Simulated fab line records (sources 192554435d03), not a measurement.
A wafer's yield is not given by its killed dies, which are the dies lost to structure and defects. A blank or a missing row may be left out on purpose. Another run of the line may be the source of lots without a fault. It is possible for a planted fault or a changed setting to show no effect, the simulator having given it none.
fab line records    flow n5Finfet
record: lots: 24  wafers: 72  lastDay: 18
route steps=1938 shown PMOS_HMC_CHANNEL_EPI@87 FIN_SAQP@97
lots that met no fault: taken from a fault-free run of the same line
startH: hours from the record's first day to the start of the lot's first wafer shown    waitH: hours since the lot's step before    " same as the row above    L1.1+2: one row covering several wafers at once    - no value present, or no start provided    * or withheld: withheld    < > ~ a bound
route shown NAME@n: NAME is a module with steps in the file, n the number in the route of the first one    usual: average and standard deviation across the fault-free wafers    same: alike in all rows    chamber/n: place in a boat    sites: readings site by site    _std_site: the values' standard deviation    _edge_site: the outer-site mean with the inner-site mean subtracted    radiusMm: how far each site lies from the wafer's centre    mask NAME#n: copy n    behind: tool/chamber where the wafer was last shaped    hold: what put the lot on hold/how long, in hours/how the hold closed    device: transistor that didn't switch, given as n, p or np    end of line: tests of these same wafers at the route's end    for a step that has no rows: nothing shown but its recipe    killed: dies that structure and defects cost at the first sort, which is not the same as the wafer's yield    map: dies across one wafer; x = killed, . = not, _ = none there
set.NAME: the setting the step ran with; set.NAME@STEP: the setting that earlier step ran with    model.NAME: the simulator's own value behind a step, which no gauge read
the route's steps for a sample of lots (tables are steps, rows are wafers)
services: a tool's chamber out of use, with start hour (startH, from the record's first day; less than 0 if before it), hours out, and reason
== steps ==
step: N5_PMOS_HMC_CHANNEL_EPI_EPI_26
recipe: material: Si  targetThkA: 38  tempC: 650  precursor: SiH4/H2  pressureTorr: 20  timeS: 22.7
usual: throttleValvePct: 11.2/0.34
lot.wafer  tool         chamber  startH  waitH  throttleValvePct
L074.2     epiRpcvd-04  0        19.96   0.1    11.8
L074.3     "            0        "       "      11.5
L074.6     "            0        "       "      11.7
L075.3     epiRpcvd-02  0        25.67   0.1    11.1
L075.4     "            0        "       "      11.3
L075.6     "            0        "       "      11.1
L076.2     epiRpcvd-02  0        32.15   0.1    11.3
L076.4     "            0        "       "      11.0
L076.6     "            0        "       "      11.0
L077.2     epiRpcvd-04  0        38.61   0.1    11.4
L077.4     "            0        "       "      11.2
L077.6     "            0        "       "      11.6
L078.3     epiRpcvd-01  0        44.78   0.2    10.9
L078.4     "            0        "       "      10.6
L078.5     "            0        "       "      10.6
L079.1     epiRpcvd-04  0        49.96   0.0    11.3
L079.3     "            0        "       "      11.4
L079.5     "            0        "       "      11.4
L080.3     epiRpcvd-04  0        56.31   0.2    11.4
L080.4     "            0        "       "      11.5
L080.5     "            0        "       "      11.5
L081.2     epiRpcvd-01  0        62.69   0.1    10.6
L081.5     "            0        "       "      11.0
L081.6     "            0        "       "      10.7
L082.2     epiRpcvd-04  0        68.25   0.1    11.4
L082.3     "            0        "       "      11.7
L082.6     "            0        "       "      11.7
L083.1     epiRpcvd-01  0        74.30   0.0    11.0
L083.3     "            0        "       "      10.7
L083.6     "            0        "       "      10.9
L084.4     epiRpcvd-04  0        80.48   0.2    11.6
L084.5     "            0        "       "      11.6
L084.6     "            0        "       "      11.6
L085.4     epiRpcvd-01  0        86.55   0.2    10.6
L085.5     "            0        "       "      10.7
L085.6     "            0        "       "      10.8
L086.3     epiRpcvd-04  0        92.23   0.1    11.4
L086.4     "            0        "       "      11.5
L086.5     "            0        "       "      11.5
L087.3     epiRpcvd-02  0        98.17   0.2    11.3
L087.5     "            0        "       "      11.3
L087.6     "            0        "       "      11.2
L088.2     epiRpcvd-04  0        103.77  0.1    11.5
L088.3     "            0        "       "      11.5
L088.6     "            0        "       "      11.5
L089.1     epiRpcvd-04  0        111.30  0.0    11.5
L089.4     "            0        "       "      11.5
L089.6     "            0        "       "      11.4
L090.1     epiRpcvd-04  0        117.01  0.0    11.6
L090.3     "            0        "       "      11.5
L090.4     "            0        "       "      11.5
L091.2     epiRpcvd-02  0        121.40  0.1    11.4
L091.3     "            0        "       "      11.2
L091.6     "            0        "       "      11.0
L092.3     epiRpcvd-01  0        128.43  0.2    10.8
L092.5     "            0        "       "      10.9
L092.6     "            0        "       "      10.7
L093.1     epiRpcvd-04  0        133.86  0.0    11.4
L093.3     "            0        "       "      11.7
L093.5     "            0        "       "      11.4
L094.1     epiRpcvd-01  0        140.11  0.0    11.1
L094.2     "            0        "       "      10.7
L094.4     "            0        "       "      10.9
L095.2     epiRpcvd-04  0        146.25  0.1    11.3
L095.4     "            0        "       "      11.4
L095.6     "            0        "       "      11.3
L096.2     epiRpcvd-01  0        151.89  0.1    10.8
L096.3     "            0        "       "      10.7
L096.5     "            0        "       "      10.8
L097.4     epiRpcvd-04  0        158.19  0.2    11.6
L097.5     "            0        "       "      11.4
L097.6     "            0        "       "      11.4
step: N5_FIN_SAQP_THK_MEAS_05
usual: thkNm: 38.0/0.45
lot.wafer  tool          chamber  startH  waitH  thkNm
L074.2     filmMetro-02  -        21.64   0.1    37.9
L074.3     "             -        "       "      37.9
L074.6     "             -        "       "      38.1
L075.3     filmMetro-02  -        26.71   0.1    38.1
L075.4     "             -        "       "      38.4
L075.6     "             -        "       "      38.8
L076.2     filmMetro-01  -        33.50   0.1    37.8
L076.4     "             -        "       "      38.9
L076.6     "             -        "       "      39.5
L077.2     filmMetro-02  -        39.65   0.1    37.5
L077.4     "             -        "       "      38.5
L077.6     "             -        "       "      38.1
L078.3     filmMetro-02  -        45.75   0.1    37.4
L078.4     "             -        "       "      37.8
L078.5     "             -        "       "      38.3
L079.1     filmMetro-01  -        51.02   0.1    37.9
L079.3     "             -        "       "      38.0
L079.5     "             -        "       "      38.5
L080.3     filmMetro-01  -        57.37   0.1    38.1
L080.4     "             -        "       "      38.9
L080.5     "             -        "       "      38.7
L081.2     filmMetro-02  -        63.72   0.1    38.1
L081.5     "             -        "       "      38.4
L081.6     "             -        "       "      38.5
L082.2     filmMetro-02  -        69.66   0.1    37.2
L082.3     "             -        "       "      36.9
L082.6     "             -        "       "      37.5
L083.1     filmMetro-02  -        75.60   0.1    37.3
L083.3     "             -        "       "      37.4
L083.6     "             -        "       "      38.1
L084.4     filmMetro-02  -        81.35   0.0    38.0
L084.5     "             -        "       "      38.4
L084.6     "             -        "       "      38.4
L085.4     filmMetro-01  -        88.59   0.0    37.8
L085.5     "             -        "       "      38.0
L085.6     "             -        "       "      38.3
L086.3     filmMetro-01  -        93.49   0.1    37.7
L086.4     "             -        "       "      38.8
L086.5     "             -        "       "      38.8
L087.3     filmMetro-02  -        99.49   0.1    37.9
L087.5     "             -        "       "      38.0
L087.6     "             -        "       "      38.6
L088.2     filmMetro-01  -        104.96  0.1    38.3
L088.3     "             -        "       "      37.8
L088.6     "             -        "       "      38.5
L089.1     filmMetro-02  -        112.54  0.1    37.8
L089.4     "             -        "       "      38.1
L089.6     "             -        "       "      38.3
L090.1     filmMetro-01  -        118.05  0.1    37.6
L090.3     "             -        "       "      38.3
L090.4     "             -        "       "      38.2
L091.2     filmMetro-01  -        122.35  0.1    38.0
L091.3     "             -        "       "      38.4
L091.6     "             -        "       "      38.1
L092.3     filmMetro-01  -        129.57  0.1    37.9
L092.5     "             -        "       "      38.0
L092.6     "             -        "       "      37.8
L093.1     filmMetro-01  -        135.29  0.1    37.9
L093.3     "             -        "       "      37.6
L093.5     "             -        "       "      38.8
L094.1     filmMetro-02  -        141.19  0.1    37.8
L094.2     "             -        "       "      38.2
L094.4     "             -        "       "      38.4
L095.2     filmMetro-02  -        147.35  0.1    37.8
L095.4     "             -        "       "      38.3
L095.6     "             -        "       "      38.2
L096.2     filmMetro-02  -        154.94  0.1    37.4
L096.3     "             -        "       "      37.3
L096.5     "             -        "       "      37.6
L097.4     filmMetro-01  -        159.25  0.0    38.3
L097.5     "             -        "       "      38.6
L097.6     "             -        "       "      38.1
step: N5_FIN_SAQP_PECVD_48
recipe: material: SiNx  targetThkA: 250  tempC: 400  precursor: SiH4/NH3/N2  pressureTorr: 1.5  rfW: 300  timeS: 22.1
usual: heaterPowerW: 745/70  showerheadPlenumPTorr: 5.11/0.068  throttleValvePct: 40.0/2.7
lot.wafer  tool      chamber  startH  waitH  heaterPowerW  showerheadPlenumPTorr  throttleValvePct
L074.2     pecvd-01  1        21.71   0.0    695           5.03                   37.6
L074.3     "         0        "       "      703           5.01                   44.6
L074.6     "         2        "       "      716           5.12                   38.8
L075.3     pecvd-04  0        26.79   0.0    789           5.10                   37.8
L075.4     "         2        "       "      802           5.03                   39.8
L075.6     "         0        "       "      795           5.09                   37.7
L076.2     pecvd-01  1        33.57   0.0    847           5.05                   37.6
L076.4     "         2        "       "      756           5.12                   38.3
L076.6     "         1        "       "      841           5.05                   37.4
L077.2     pecvd-01  1        39.73   0.0    863           5.04                   37.5
L077.4     "         0        "       "      679           5.00                   44.7
L077.6     "         1        "       "      852           5.05                   37.7
L078.3     pecvd-04  1        45.82   0.0    693           5.19                   38.5
L078.4     "         1        "       "      689           5.20                   38.8
L078.5     "         0        "       "      842           5.09                   37.7
L079.1     pecvd-02  2        51.10   0.0    666           5.17                   36.7
L079.3     "         1        "       "      696           5.14                   42.5
L079.5     "         2        "       "      667           5.16                   36.9
L080.3     pecvd-02  1        57.45   0.0    752           5.12                   42.6
L080.4     "         0        "       "      798           5.20                   42.0
L080.5     "         2        "       "      624           5.16                   36.7
L081.2     pecvd-04  2        63.80   0.0    792           5.02                   39.9
L081.5     "         0        "       "      828           5.09                   37.7
L081.6     "         1        "       "      616           5.20                   38.9
L082.2     pecvd-02  2        69.74   0.0    698           5.17                   37.2
L082.3     "         0        "       "      849           5.18                   41.9
L082.6     "         2        "       "      703           5.15                   36.6
L083.1     pecvd-02  1        75.68   0.0    677           5.12                   42.5
L083.3     "         0        "       "      784           5.18                   41.7
L083.6     "         0        "       "      780           5.19                   42.2
L084.4     pecvd-02  2        81.46   0.0    726           5.16                   37.0
L084.5     "         1        "       "      766           5.12                   42.7
L084.6     "         0        "       "      853           5.18                   42.1
L085.4     pecvd-01  2        88.68   0.0    832           5.11                   38.8
L085.5     "         0        "       "      655           5.03                   45.1
L085.6     "         1        "       "      814           5.05                   37.5
L086.3     pecvd-02  0        93.57   0.0    789           5.19                   42.2
L086.4     "         1        "       "      665           5.13                   42.6
L086.5     "         2        "       "      718           5.16                   36.8
L087.3     pecvd-04  0        99.56   0.0    788           5.09                   37.8
L087.5     "         0        "       "      799           5.08                   37.6
L087.6     "         2        "       "      723           5.01                   39.8
L088.2     pecvd-02  1        105.04  0.0    663           5.14                   42.8
L088.3     "         0        "       "      712           5.19                   42.2
L088.6     "         0        "       "      729           5.19                   41.9
L089.1     pecvd-01  0        112.62  0.0    744           5.00                   45.4
L089.4     "         1        "       "      849           5.04                   37.5
L089.6     "         2        "       "      814           5.14                   38.9
L090.1     pecvd-04  1        118.13  0.0    692           5.21                   38.6
L090.3     "         2        "       "      697           5.01                   39.7
L090.4     "         0        "       "      903           5.09                   37.9
L091.2     pecvd-04  1        122.42  0.0    683           5.21                   38.5
L091.3     "         0        "       "      825           5.09                   38.0
L091.6     "         1        "       "      701           5.21                   38.3
L092.3     pecvd-01  2        129.65  0.0    829           5.13                   38.9
L092.5     "         1        "       "      766           5.05                   37.5
L092.6     "         0        "       "      730           5.02                   45.4
L093.1     pecvd-04  1        135.37  0.0    602           5.22                   38.6
L093.3     "         0        "       "      862           5.08                   37.9
L093.5     "         2        "       "      735           5.03                   39.9
L094.1     pecvd-02  1        141.27  0.0    645           5.12                   42.5
L094.2     "         2        "       "      705           5.17                   37.1
L094.4     "         1        "       "      649           5.14                   42.3
L095.2     pecvd-01  2        147.42  0.0    800           5.14                   38.8
L095.4     "         2        "       "      766           5.11                   39.1
L095.6     "         1        "       "      783           5.03                   37.5
L096.2     pecvd-01  0        155.02  0.0    715           5.01                   45.2
L096.3     "         1        "       "      773           5.04                   37.7
L096.5     "         2        "       "      821           5.12                   39.2
L097.4     pecvd-01  0        159.35  0.0    627           5.01                   45.5
L097.5     "         2        "       "      802           5.12                   39.2
L097.6     "         1        "       "      695           5.05                   37.3
step: N5_FIN_SAQP_HM_DEP_72
recipe: material: SiO2  targetThkA: 120  tempC: 400  precursor: SiH4/N2O  pressureTorr: 0.75  rfW: 275  timeS: 7.2
usual: heaterPowerW: 756/75  showerheadPlenumPTorr: 8.07/0.14
lot.wafer  tool      chamber  startH  waitH  heaterPowerW  showerheadPlenumPTorr
L074.2     pecvd-02  0        21.89   0.0    719           8.24
L074.3     "         2        "       "      714           8.19
L074.6     "         0        "       "      719           8.24
L075.3     pecvd-01  1        26.95   0.0    747           7.95
L075.4     "         1        "       "      758           7.95
L075.6     "         0        "       "      727           7.88
L076.2     pecvd-04  0        33.74   0.0    903           8.03
L076.4     "         2        "       "      737           7.92
L076.6     "         1        "       "      621           8.29
L077.2     pecvd-04  2        39.90   0.0    815           7.90
L077.4     "         2        "       "      820           7.91
L077.6     "         0        "       "      854           8.04
L078.3     pecvd-01  0        45.99   0.0    740           7.89
L078.4     "         1        "       "      805           7.94
L078.5     "         2        "       "      841           8.12
L079.1     pecvd-04  2        51.26   0.0    837           7.91
L079.3     "         1        "       "      655           8.28
L079.5     "         0        "       "      803           8.05
L080.3     pecvd-01  2        57.62   0.0    858           8.10
L080.4     "         0        "       "      767           7.88
L080.5     "         2        "       "      859           8.10
L081.2     pecvd-01  2        63.96   0.0    778           8.13
L081.5     "         2        "       "      767           8.11
L081.6     "         0        "       "      724           7.89
L082.2     pecvd-04  2        69.91   0.0    742           7.88
L082.3     "         1        "       "      673           8.30
L082.6     "         2        "       "      735           7.91
L083.1     pecvd-01  1        75.84   0.0    849           7.95
L083.3     "         0        "       "      710           7.87
L083.6     "         2        "       "      707           8.13
L084.4     pecvd-01  1        81.63   0.1    733           7.94
L084.5     "         2        "       "      776           8.12
L084.6     "         0        "       "      640           7.87
L085.4     pecvd-02  0        88.85   0.1    837           8.25
L085.5     "         2        "       "      639           8.19
L085.6     "         1        "       "      642           8.10
L086.3     pecvd-04  1        93.73   0.0    722           8.28
L086.4     "         2        "       "      827           7.92
L086.5     "         0        "       "      881           8.04
L087.3     pecvd-01  2        99.73   0.0    809           8.12
L087.5     "         1        "       "      835           7.95
L087.6     "         2        "       "      808           8.10
L088.2     pecvd-04  1        105.21  0.0    649           8.30
L088.3     "         2        "       "      690           7.91
L088.6     "         1        "       "      658           8.30
L089.1     pecvd-01  0        112.78  0.0    704           7.90
L089.4     "         0        "       "      686           7.88
L089.6     "         1        "       "      860           7.93
L090.1     pecvd-02  1        118.29  0.0    725           8.10
L090.3     "         1        "       "      729           8.10
L090.4     "         2        "       "      725           8.21
L091.2     pecvd-02  2        122.59  0.0    730           8.20
L091.3     "         2        "       "      712           8.19
L091.6     "         2        "       "      727           8.19
L092.3     pecvd-01  0        129.82  0.0    716           7.89
L092.5     "         0        "       "      727           7.89
L092.6     "         1        "       "      734           7.96
L093.1     pecvd-02  0        135.53  0.0    840           8.25
L093.3     "         2        "       "      718           8.20
L093.5     "         2        "       "      750           8.20
L094.1     pecvd-01  2        141.44  0.0    871           8.11
L094.2     "         0        "       "      748           7.88
L094.4     "         2        "       "      849           8.10
L095.2     pecvd-02  1        147.60  0.0    706           8.11
L095.4     "         0        "       "      730           8.24
L095.6     "         1        "       "      680           8.11
L096.2     pecvd-04  1        155.19  0.0    693           8.28
L096.3     "         0        "       "      790           8.05
L096.5     "         0        "       "      815           8.04
L097.4     pecvd-02  0        159.52  0.1    731           8.22
L097.5     "         2        "       "      632           8.20
L097.6     "         1        "       "      745           8.10
step: N5_FIN_SAQP_CD_MEAS_16
recipe: targetCdNm: 35.6  landingEnergyEv: 500  detector: seInlens
usual: cdNm: 35.5/0.33
lot.wafer  tool      chamber  startH  waitH  cdNm
L074.2     cdSem-02  0        22.34   -      35.2
L074.3     "         0        "       "      35.9
L074.6     "         0        "       "      35.7
L075.3     cdSem-02  0        27.40   -      35.3
L075.4     "         0        "       "      35.8
L075.6     "         0        "       "      35.5
L076.2     cdSem-02  0        34.06   -      35.3
L076.4     "         0        "       "      35.4
L076.6     "         0        "       "      35.3
L077.2     cdSem-02  0        40.35   -      35.6
L077.4     "         0        "       "      35.2
L077.6     "         0        "       "      35.4
L078.3     cdSem-01  0        46.44   -      35.0
L078.4     "         0        "       "      35.0
L078.5     "         0        "       "      35.4
L079.1     cdSem-02  0        51.58   -      35.7
L079.3     "         0        "       "      35.4
L079.5     "         0        "       "      35.9
L080.3     cdSem-01  0        58.07   -      35.7
L080.4     "         0        "       "      34.9
L080.5     "         0        "       "      35.3
L081.2     cdSem-03  0        64.29   -      35.7
L081.5     "         0        "       "      35.5
L081.6     "         0        "       "      35.5
L082.2     cdSem-03  0        70.23   -      35.5
L082.3     "         0        "       "      35.2
L082.6     "         0        "       "      35.7
L083.1     cdSem-02  0        76.16   -      35.2
L083.3     "         0        "       "      35.3
L083.6     "         0        "       "      35.3
L084.4     cdSem-01  0        81.93   -      35.5
L084.5     "         0        "       "      35.6
L084.6     "         0        "       "      35.6
L085.4     cdSem-01  0        89.16   -      35.4
L085.5     "         0        "       "      35.7
L085.6     "         0        "       "      35.1
L086.3     cdSem-01  0        94.19   -      35.5
L086.4     "         0        "       "      35.7
L086.5     "         0        "       "      36.1
L087.3     cdSem-01  0        100.18  -      36.0
L087.5     "         0        "       "      35.2
L087.6     "         0        "       "      35.0
L088.2     cdSem-01  0        105.67  -      35.4
L088.3     "         0        "       "      35.5
L088.6     "         0        "       "      35.5
L089.1     cdSem-02  0        113.23  -      35.9
L089.4     "         0        "       "      35.7
L089.6     "         0        "       "      35.2
L090.1     cdSem-01  0        118.64  -      36.4
L090.3     "         0        "       "      35.8
L090.4     "         0        "       "      35.9
L091.2     cdSem-01  0        123.06  -      35.2
L091.3     "         0        "       "      35.3
L091.6     "         0        "       "      35.5
L092.3     cdSem-02  0        130.27  -      35.1
L092.5     "         0        "       "      36.0
L092.6     "         0        "       "      35.4
L093.1     cdSem-01  0        135.86  -      35.3
L093.3     "         0        "       "      35.0
L093.5     "         0        "       "      35.1
L094.1     cdSem-03  0        141.88  -      35.5
L094.2     "         0        "       "      35.5
L094.4     "         0        "       "      35.2
L095.2     cdSem-03  0        147.93  -      35.6
L095.4     "         0        "       "      35.5
L095.6     "         0        "       "      35.5
L096.2     cdSem-02  0        155.64  -      35.6
L096.3     "         0        "       "      35.4
L096.5     "         0        "       "      35.5
L097.4     cdSem-01  0        159.95  -      36.2
L097.5     "         0        "       "      36.2
L097.6     "         0        "       "      35.7
step: N5_FIN_SAQP_HM_OPEN_73
recipe: chemistry: CHF3/O2  target: SiO2  stopOn: a-Si  targetDepthA: 120  overEtchFrac: 1.8  maskMaterial: SOC  timeS: 16.8  pressureMtorr: 30  sourceW: 650  biasW: 170  Ar_flow_sccm: 200  CHF3_flow_sccm: 50  O2_flow_sccm: 5  ionEnergyEv: 200  ends: endPoint
usual: CHF3_flow_sccm: 50.00/0.14  O2_flow_sccm: 5.002/0.014  drypumpMotorCurrentA: 5.7/0.47  oesProductAu: 0.46/0.037  rfVppV: 527/4  showerheadPlenumPTorr: 2.40/0.074  throttleValvePct: 18.93/0.18
lot.wafer  tool        chamber  startH  waitH  CHF3_flow_sccm  O2_flow_sccm  drypumpMotorCurrentA  oesProductAu  rfHoursCounterH  rfVppV  showerheadPlenumPTorr  throttleValvePct
L074.2     rieDiel-02  0        22.69   0.0    50.08           5.001         5.9                   0.42          202              533     2.39                   19.10
L074.3     "           3        "       "      50.14           5.004         5.4                   0.43          202              526     2.48                   18.99
L074.6     "           3        "       "      50.02           5.000         5.4                   0.43          -                526     2.48                   18.99
L075.3     rieDiel-05  3        27.69   0.0    50.06           4.978         5.9                   0.46          125              525     2.33                   18.78
L075.4     "           3        "       "      49.83           4.986         5.9                   0.46          -                528     2.33                   18.77
L075.6     "           0        "       "      49.88           4.997         5.6                   0.44          -                531     2.40                   18.92
L076.2     rieDiel-01  1        34.37   0.0    49.83           5.012         5.2                   0.49          88               528     2.34                   19.08
L076.4     "           2        "       "      49.71           5.023         5.1                   0.47          129              526     2.42                   18.78
L076.6     "           3        "       "      49.97           4.997         5.7                   0.48          -                532     2.52                   18.92
L077.2     rieDiel-02  1        40.92   0.0    49.75           4.986         5.8                   0.54          27               527     2.55                   18.91
L077.4     "           3        "       "      50.21           4.975         5.4                   0.43          209              527     2.48                   18.99
L077.6     "           2        "       "      50.27           4.990         6.8                   0.43          -                519     2.49                   19.09
L078.3     rieDiel-05  3        46.91   0.0    50.12           4.972         5.9                   0.46          133              525     2.33                   18.77
L078.4     "           3        "       "      50.00           4.991         5.9                   0.46          -                526     2.33                   18.78
L078.5     "           0        "       "      50.01           4.997         5.7                   0.44          -                531     2.40                   18.95
L079.1     rieDiel-01  2        51.88   0.0    50.06           5.012         5.1                   0.46          135              526     2.42                   18.80
L079.3     "           0        "       "      50.09           5.014         6.3                   0.45          152              524     2.41                   19.04
L079.5     "           1        "       "      50.05           4.996         5.2                   0.49          -                528     2.34                   19.10
L080.3     rieDiel-01  3        58.77   0.0    50.03           4.988         5.7                   0.48          132              535     2.52                   18.93
L080.4     "           1        "       "      49.93           5.020         5.2                   0.49          96               527     2.34                   19.12
L080.5     "           1        "       "      49.98           5.013         5.2                   0.49          -                528     2.34                   19.12
L081.2     rieDiel-02  2        64.86   0.0    50.00           5.004         6.7                   0.42          206              520     2.49                   19.13
L081.5     "           1        "       "      49.87           5.016         5.8                   0.53          -                528     2.55                   18.94
L081.6     "           2        "       "      50.09           5.001         6.8                   0.43          -                518     2.49                   19.11
L082.2     rieDiel-02  0        70.53   0.0    50.10           4.996         5.8                   0.41          219              533     2.38                   19.14
L082.3     "           1        "       "      50.14           4.998         5.8                   0.53          38               528     2.55                   18.92
L082.6     "           0        "       "      50.13           5.014         5.9                   0.41          -                531     2.38                   19.14
L083.1     rieDiel-05  2        76.46   0.0    49.98           5.009         5.1                   0.46          146              522     2.31                   18.48
L083.3     "           3        "       "      50.08           5.012         5.9                   0.45          145              525     2.32                   18.81
L083.6     "           2        "       "      49.92           5.034         5.1                   0.45          -                521     2.31                   18.49
L084.4     rieDiel-05  0        82.24   0.0    49.97           4.996         5.6                   0.44          191              529     2.39                   18.98
L084.5     "           3        "       "      49.85           5.008         5.9                   0.44          -                525     2.32                   18.79
L084.6     "           0        "       "      50.04           5.012         5.6                   0.43          -                530     2.40                   18.96
L085.4     rieDiel-01  2        89.45   0.0    50.03           4.987         5.1                   0.46          148              526     2.41                   18.82
L085.5     "           2        "       "      50.19           5.004         5.2                   0.46          -                526     2.41                   18.81
L085.6     "           3        "       "      50.05           4.992         5.7                   0.47          -                534     2.51                   18.96
L086.3     rieDiel-05  3        94.48   0.0    49.78           5.023         5.9                   0.44          150              526     2.32                   18.82
L086.4     "           1        "       "      50.00           5.006         5.2                   0.53          37               528     2.34                   18.66
L086.5     "           0        "       "      50.10           5.003         5.6                   0.43          -                529     2.39                   18.98
L087.3     rieDiel-02  1        100.47  0.0    49.93           4.995         5.8                   0.52          50               529     2.54                   18.97
L087.5     "           3        "       "      49.86           4.994         5.4                   0.42          -                525     2.48                   19.02
L087.6     "           2        "       "      50.01           4.998         6.7                   0.42          -                519     2.48                   19.14
L088.2     rieDiel-05  1        106.69  0.0    50.18           4.991         5.2                   0.53          42               527     2.34                   18.69
L088.3     "           0        "       "      49.96           4.998         5.6                   0.43          199              529     2.39                   18.98
L088.6     "           1        "       "      50.21           4.980         5.3                   0.53          -                528     2.34                   18.67
L089.1     rieDiel-01  0        113.53  0.0    50.16           5.005         6.3                   0.45          173              525     2.40                   19.06
L089.4     "           3        "       "      49.83           5.025         5.7                   0.46          149              534     2.51                   18.96
L089.6     "           2        "       "      49.86           5.018         5.1                   0.46          -                525     2.41                   18.81
L090.1     rieDiel-01  1        118.93  0.0    49.90           5.011         5.2                   0.47          117              527     2.33                   19.14
L090.3     "           3        "       "      49.85           5.000         5.8                   0.46          152              533     2.51                   18.98
L090.4     "           0        "       "      50.32           4.992         6.3                   0.45          175              523     2.40                   19.09
L091.2     rieDiel-01  0        123.36  0.0    50.27           5.030         6.3                   0.44          176              523     2.40                   19.07
L091.3     "           3        "       "      49.77           4.993         5.7                   0.46          153              533     2.51                   18.96
L091.6     "           3        "       "      49.69           5.005         5.7                   0.46          -                532     2.51                   18.96
L092.3     rieDiel-05  0        130.56  0.0    49.80           4.985         5.7                   0.42          209              530     2.39                   19.00
L092.5     "           0        "       "      49.93           4.987         5.7                   0.43          -                531     2.39                   19.00
L092.6     "           3        "       "      49.97           4.989         5.9                   0.44          -                525     2.32                   18.82
L093.1     rieDiel-05  3        136.15  0.0    49.95           5.004         5.9                   0.44          166              525     2.32                   18.83
L093.3     "           2        "       "      50.16           5.027         5.1                   0.45          166              522     2.30                   18.53
L093.5     "           3        "       "      49.94           5.004         5.9                   0.44          -                525     2.32                   18.82
L094.1     rieDiel-02  1        142.54  0.0    50.24           5.015         5.8                   0.50          63               529     2.54                   18.96
L094.2     "           2        "       "      49.78           5.012         6.7                   0.41          231              517     2.48                   19.15
L094.4     "           3        "       "      49.99           5.012         5.4                   0.41          238              526     2.47                   19.05
L095.2     rieDiel-01  1        148.48  0.0    50.09           4.987         5.2                   0.46          127              527     2.32                   19.16
L095.4     "           2        "       "      49.87           5.014         5.1                   0.45          165              524     2.40                   18.86
L095.6     "           1        "       "      50.06           4.998         5.2                   0.48          -                527     2.33                   19.18
L096.2     rieDiel-01  3        155.94  0.0    49.86           4.998         5.7                   0.46          165              532     2.50                   18.98
L096.3     "           1        "       "      50.19           5.009         5.2                   0.46          130              526     2.32                   19.15
L096.5     "           3        "       "      49.90           4.993         5.7                   0.45          -                533     2.50                   18.98
L097.4     rieDiel-05  3        160.25  0.0    50.15           4.997         5.9                   0.43          174              525     2.31                   18.84
L097.5     "           3        "       "      50.05           4.999         5.9                   0.43          -                525     2.31                   18.84
L097.6     "           0        "       "      49.91           5.002         5.7                   0.42          -                530     2.38                   19.01
== services ==
tool         chamber  startH  hours  kind
rieDiel-05   2        15.83   2.6    repair
rieDiel-05   2        18.88   40.9   repair
rieDiel-01   0        22.49   5.8    repair
pecvd-04     -        25.45   0.7    repair
pecvd-01     1        53.59   2.1    scheduledDown
rieDiel-02   3        59.04   16.3   repair
epiRpcvd-02  -        74.05   0.7    repair
pecvd-01     -        74.45   1.2    repair
rieDiel-02   -        82.84   0.6    repair
epiRpcvd-02  -        86.12   1.5    repair
pecvd-04     -        90.88   1.2    repair
rieDiel-01   2        94.27   9.5    repair
pecvd-02     0        110.38  16.5   scheduledDown
epiRpcvd-02  -        119.59  0.6    repair
rieDiel-02   2        123.29  4.0    repair
== key ==
fault none
